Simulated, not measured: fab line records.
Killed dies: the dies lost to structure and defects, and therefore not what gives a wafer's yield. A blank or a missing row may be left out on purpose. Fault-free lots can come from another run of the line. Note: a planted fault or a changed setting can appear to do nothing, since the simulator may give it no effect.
Matching of chambers / flow n5-finfet / ald-sin-04 running N5_STI_FIN_REVEAL_ALD_14: 4 sister chambers
The step deposits Si3N4, target thk 3 nm. 4 wafers are shown with their chamber, then 10 later ones without.

## EACH WAFER AND ITS CHAMBER
wafer=L087.3; chamber=3; heater-power-w (W)=988
wafer=L087.4; chamber=1; heater-power-w (W)=786
wafer=L088.3; chamber=2; heater-power-w (W)=879
wafer=L088.4; chamber=0; heater-power-w (W)=731

## WAFERS WITHOUT THEIR CHAMBER
wafer=L088.5; heater-power-w (W)=902
wafer=L089.2; heater-power-w (W)=891
wafer=L089.4; heater-power-w (W)=967
wafer=L089.5; heater-power-w (W)=883
wafer=L094.2; heater-power-w (W)=892
wafer=L094.3; heater-power-w (W)=729
wafer=L094.5; heater-power-w (W)=790
wafer=L096.1; heater-power-w (W)=880
wafer=L096.4; heater-power-w (W)=941
wafer=L096.6; heater-power-w (W)=873

## WHICH CHAMBER EACH WENT THROUGH
wafer=L088.5; from the rows above=2; in truth=2
wafer=L089.2; from the rows above=2; in truth=2
wafer=L089.4; from the rows above=3; in truth=3
wafer=L089.5; from the rows above=2; in truth=2
wafer=L094.2; from the rows above=2; in truth=2
wafer=L094.3; from the rows above=0; in truth=0
wafer=L094.5; from the rows above=1; in truth=1
wafer=L096.1; from the rows above=2; in truth=2
wafer=L096.4; from the rows above=can't be placed: 3 or 2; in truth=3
wafer=L096.6; from the rows above=2; in truth=2
Placed correctly: 9 of 10. From these rows, 1 cannot be placed; in 1 the true chamber is one of the candidates. 0 placed wrongly.
How it was worked out, from the rows above alone: a wafer's distance from a chamber is the root of the sum, over the readings, of the square of ((its reading less the chamber's mean) divided by the reading's scatter). If the next closest chamber is less than 2 further off than the closest, the wafer can't be placed; otherwise it belongs to the closest. For every chamber, the mean is computed from those of its wafers that are shown. The scatter (one wafer shown for each chamber): square how far every hidden wafer sits from the nearest shown wafer, average those squares and take the square root.
